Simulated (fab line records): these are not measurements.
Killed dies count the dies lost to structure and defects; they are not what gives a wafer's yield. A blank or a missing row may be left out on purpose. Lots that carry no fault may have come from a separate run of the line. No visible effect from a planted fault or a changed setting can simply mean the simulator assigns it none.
Which tool was responsible? ; flow nand-harc ; 6 lots, 18 wafers sampled, at 3 steps of a route of 1302

== WHAT THE GAUGES READ, wafer by wafer ==
NHARC_THIN_TSV_CD_MEAS_33: the cd target is 5000 nm.
lot;measured;on;cd-nm (nm)
L142;day 24 19:03;cd-sem-01;5001.2 5001.4 5000.3
L144;day 26 04:02;cd-sem-01;5000.9 5002.1 5003.3
L155;day 30 04:25;cd-sem-03;5003.0 5001.1 5002.0
L157;day 30 19:59;cd-sem-01;5004.5 5004.2 5003.2
L159;day 32 09:07;cd-sem-01;4999.4 5001.1 5001.8
L162;day 33 16:14;cd-sem-03;5003.3 5000.9 5002.9

== WHICH TOOL RAN EACH LOT (tool, then ch and the chambers of the sampled wafers, then the start) ==
lot;NHARC_A_CHANNEL_FILL_D1_ALD_16;NHARC_THIN_TSV_ANNEAL_52
L142;ald-hk-02 ch 0,1,2, day 10 04:46;rtp-anneal-01 ch 0, day 24 17:07
L144;ald-hk-02 ch 0,3, day 11 18:30;rtp-anneal-01 ch 0, day 26 02:04
L155;ald-hk-01 ch 0,1,2, day 15 10:44;rtp-anneal-02 ch 0, day 30 02:35
L157;ald-hk-01 ch 0,2, day 16 03:20;rtp-anneal-01 ch 0, day 30 18:13
L159;ald-hk-01 ch 0,3, day 17 23:32;rtp-anneal-01 ch 0, day 32 07:20
L162;ald-hk-04 ch 1,2,3, day 18 16:01;rtp-anneal-02 ch 0, day 33 14:23
- NHARC_A_CHANNEL_FILL_D1_ALD_16: deposits SiO2, target thk 1.5 nm, pulse time 10 s, ald cycles 15.
- NHARC_THIN_TSV_ANNEAL_52: time 90 s.

== THE ANSWER, worked out from the rows above alone ==
Rule: the usual values come from the lots themselves. Put in order of their means at a reading, lots are off if they are a third of the lots or fewer, leave a main group of 4 or more, and stand apart from it by a gap of 3 or more times the standard deviation of the main group's means; of several such gaps the widest counts. A main group whose means are all the same, to the digits that the tables above print for the reading, isn't used. A lot without any number at a reading at which 4 lots or more have one is off too. Where the step has rows for the other lots, those lots are counted as sound.
Nothing can be told from this: no lot is off at any reading shown.

== WHAT THE SIMULATOR PUT IN ==
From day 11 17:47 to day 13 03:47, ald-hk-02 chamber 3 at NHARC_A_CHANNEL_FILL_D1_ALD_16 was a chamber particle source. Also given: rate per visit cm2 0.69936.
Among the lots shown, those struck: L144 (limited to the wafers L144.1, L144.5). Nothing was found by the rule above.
